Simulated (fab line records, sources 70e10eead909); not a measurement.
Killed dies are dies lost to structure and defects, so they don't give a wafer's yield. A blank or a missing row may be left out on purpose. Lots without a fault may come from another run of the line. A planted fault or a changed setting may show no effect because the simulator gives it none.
A struck lot beside a sound one | flow nand_harc | 15 steps out of a route of 1159
Sound: wafers L895.1, L895.2, L895.3. Struck: wafer L902.6. (L902.1, L902.2 of the same lot were not struck and are left out.) The cause comes at the end.
At each step with rows: each side's tool, then ch and its chambers, then its first start. Under that, the readings that differ: sound wafers | struck wafers | difference of the means | sigmas: that difference in standard deviations of wafers without a fault.
alike: readings whose means differ by less than 2 such deviations, and words and numbers that are the same on both sides. not compared: withheld readings, readings that some wafer has no value for, bounds like >300 that may hide the same value, and numbers for which the record gives no deviation and whose values overlap.
The two part at a step that has a row with sigmas, a row that says differs or no value, or rows on one side only. Numbers that don't overlap but have no deviation are shown without sigmas and don't part them. A reading that every wafer of one side lacks parts them only if that side has two wafers or more.

NHARC_A_CONTACT_DESCUM_13: chemistry O2, time 3 s.
  sound on rie_diel-13 ch 0,2,3, day 18 08:48; struck on rie_diel-09 ch 1, day 19 22:30
  reading                     | sound       | struck | difference | sigmas
  drypump_motor_current_A (A) | 6.1 5.6 5.1 | 6.8    | +1.2       | +2
  alike: oes_product_au, rf_vpp_V, showerhead_plenum_p_Torr, throttle_valve_pct
  not compared: rf_hours_counter_h
NHARC_A_CONTACT_ETCH_88: etches the open film in CF4, target depth 39 nm, time 65 s.
  sound on rie_diel-13 ch 1,2,3, day 18 08:53; struck on rie_diel-09 ch 3, day 19 22:35
  alike: drypump_motor_current_A, oes_product_au, rf_vpp_V, showerhead_plenum_p_Torr, throttle_valve_pct
  not compared: rf_hours_counter_h
then, 1 step without rows for these wafers: NHARC_A_CONTACT_ETCH_89 (etches the open film in N2/H2, target depth 260 nm, time 475.3 s).
NHARC_A_CONTACT_ETCH_30: etches the open film in CF4/CHF3, target depth 60.5 nm, time 30.2 s.
  sound on rie_diel-13 ch 0,1,3; struck on rie_diel-09 ch 1
  reading                     | sound             | struck | difference | sigmas
  drypump_motor_current_A (A) | 6.1 5.1 5.6       | 6.7    | +1.1       | +2
  rf_vpp_V (V)                | 369.2 371.2 369.9 | 373.3  | +3.2       | +2
  alike: oes_product_au, showerhead_plenum_p_Torr, throttle_valve_pct
  not compared: rf_hours_counter_h
NHARC_A_CONTACT_ETCH_31: etches the open film in O2/COS, target depth 2000 nm, time 520 s.
  sound on rie_diel-13 ch 0,2,3; struck on rie_diel-09 ch 2
  reading                | sound                | struck | difference | sigmas
  throttle_valve_pct (%) | 28.344 28.322 28.325 | 28.310 | -0.020     | -2
  alike: drypump_motor_current_A, oes_product_au, rf_vpp_V, showerhead_plenum_p_Torr
  not compared: rf_hours_counter_h
NHARC_A_CONTACT_ETCH_134: etches the open film in C4F8/O2/Ar, time 140 s, target depth 700 nm.
  sound on har_cap_etch-02 ch 0,1, day 18 09:47; struck on har_cap_etch-03 ch 1, day 19 23:49
  alike: oes_air_line_au
  not compared: rf_hours_counter_h
then, 6 steps without rows for these wafers: NHARC_A_CONTACT_ETCH_135 (etches the open film in C4F8/O2/Ar, time 132 s, target depth 1287 nm); NHARC_A_CONTACT_ETCH_136 (etches the open film in C4F8/O2/Ar, time 132 s, target depth 1287 nm); NHARC_A_CONTACT_ETCH_137 (etches the open film in C4F8/O2/Ar, time 132 s, target depth 1287 nm); NHARC_A_CONTACT_ETCH_138 (etches the open film in C4F8/O2/Ar, time 132 s, target depth 1289 nm); NHARC_A_CONTACT_ETCH_139 (etches the open film in C4F8/O2/Ar, time 137 s, target depth 590 nm); NHARC_A_CONTACT_ETCH_92 (etches the open film in CH3F/O2, target depth 40 nm, time 85.7 s).
NHARC_A_CONTACT_ETCH_98: etches the open film in C4F6/O2, target depth 20 nm, time 10 s.
  sound on rie_diel-11 ch 1,2,3, day 18 11:03; struck on rie_diel-11 ch 2, day 20 01:05
  reading               | sound             | struck | difference | sigmas
  oes_product_au (a.u.) | 0.942 0.941 0.946 | 0.773  | -0.170     | -9
  alike: drypump_motor_current_A, rf_vpp_V, showerhead_plenum_p_Torr, throttle_valve_pct
  not compared: rf_hours_counter_h
NHARC_A_CONTACT_CD_MEAS_15:
  sound on cd_sem-02, day 18 11:08; struck on cd_sem-02, day 20 01:10
  alike: cd_nm
-- the record jumps here: 2 days lie between the struck wafers' starts before and after (it left off in module A_CONTACT and takes up again in module END, whose first step shown is number 1159 of the route) --
NHARC_END_SORT_01:
  sound on prober-01 ch 0, day 21 02:22; struck on prober-01 ch 0, day 22 05:48
  reading         | sound   | struck | difference | sigmas
  killed_at_array | 12 12 4 | 474    | +465       | +53
  killed_dies     | 14 14 7 | 475    | +463       | +53
  killed_short    | 1 0 0   | 6      | +6         | +4
  alike: killed_at_other, killed_at_periphery, killed_open

WHERE THEY PART
First at NHARC_A_CONTACT_DESCUM_13; last, within this record, at NHARC_END_SORT_01.

WHY: what the simulator had put in
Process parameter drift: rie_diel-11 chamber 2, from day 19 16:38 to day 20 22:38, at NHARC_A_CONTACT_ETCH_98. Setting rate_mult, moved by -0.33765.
